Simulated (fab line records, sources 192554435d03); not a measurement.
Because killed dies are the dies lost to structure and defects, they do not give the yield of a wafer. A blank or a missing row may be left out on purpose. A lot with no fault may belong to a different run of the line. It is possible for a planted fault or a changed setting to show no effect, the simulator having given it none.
Code-filled problem report in 8D (eight disciplines) form | flow n5-finfet | the parts of the form that need people (team, actions taken, sign-off) are left out

== 1. THE ISSUE ==
Wafers free of any fault read 79.2 nm (standard deviation 1.1) for M2_ILD_THK at N5_BEOL_M2_THK_MEAS_01, against a mean of 88.8 nm on 2 wafers of 2 lots. That is +8.8 standard deviations from the usual mean.
Seen first at day 10 04:50 on film-metro-01, wafer L845.2. The record has a number at this step for 30 wafers belonging to 10 lots. The rule behind "out" and "out of limits": a value lying over 4 standard deviations away from the usual mean. All remaining wafers that have a number are taken as sound.

== 2. WHAT IT IS; WHAT IT IS NOT ==
question                    | is                           | is not
which readings at this step | M2_ILD_THK                   | -
which lots                  | L845, L846                   | L830, L833, L834, L835, L847, L848, L852, L853
which wafers of those lots  | L845.2, L846.4               | L845.1, L845.6, L846.3, L846.5
read on which gauges        | film-metro-01, film-metro-02 | -
when                        | from day 10 04:50            | up to then (14 sound wafers); but 14 sound wafers of L846, L847, L848, L852, L853 came after

== 3. WHAT RULES OUT EACH SUSPECT ==
Counting: any tool at a process step up to the reading remains a suspect provided it ran every lot that is out. Sound lots after the first of them don't rule it out here, since some wafers of a struck lot are sound.
- ruled out: the gauge at N5_BEOL_M2_THK_MEAS_01. 2 gauges (film-metro-01, film-metro-02) read the wafers that are out.
- pecvd-01 at N5_BEOL_M2_ILD_DEP_00 (deposits SiOC from DEMS/O2, target thk 79 nm, time 15.3 s): kept. Every lot that is out went through it, the first being L845 (day 10 04:47); the last sound lot it ran before that was L835 (day 7 14:58).
The count leaves pecvd-01 at N5_BEOL_M2_ILD_DEP_00.

== 4. THE CAUSE (what the simulator had put in) ==
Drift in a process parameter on pecvd-01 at N5_BEOL_M2_ILD_DEP_00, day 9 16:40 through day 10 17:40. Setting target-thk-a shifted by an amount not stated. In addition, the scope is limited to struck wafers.
The count eliminated every tool but this one.

== 5. THE CHAIN OF EFFECTS, in route order ==
Each row: a reading where the mean over the struck wafers with a number is more than 3 standard deviations away from the usual. Readings are gone through only where the record gives a usual standard deviation; hours: the median, over the lots, of the time from a lot's start at the first step in this table giving one to that lot's start at this step; sigmas: the change measured in usual standard deviations.
hours | step                   | reading    | usual   | on struck wafers | change | sigmas
0     | N5_BEOL_M2_THK_MEAS_01 | M2_ILD_THK | 79.2 nm | 88.8             | +9.6   | +8.8
Later steps that measure or inspect, where all struck wafers having a row at the step show a number for every such reading and not one has moved that far: N5_BEOL_M4_RC_MEAS_101.

== 6. HOW IT WOULD HAVE BEEN CAUGHT EARLIER ==
The first out-of-limits reading at a measuring or inspecting step in this record came at day 10 04:50, 12 hours after the fault's start at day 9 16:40.
Of the tool readings at N5_BEOL_M2_ILD_DEP_00 for which the record gives a usual standard deviation, none was out on any struck wafer, so an alarm limit of 4 standard deviations on them would not have fired.
Among the 2 lots that are out, L846 began N5_BEOL_M2_ILD_DEP_00 on pecvd-01 after day 10 04:50. Putting the tool on hold at that point would have spared it.
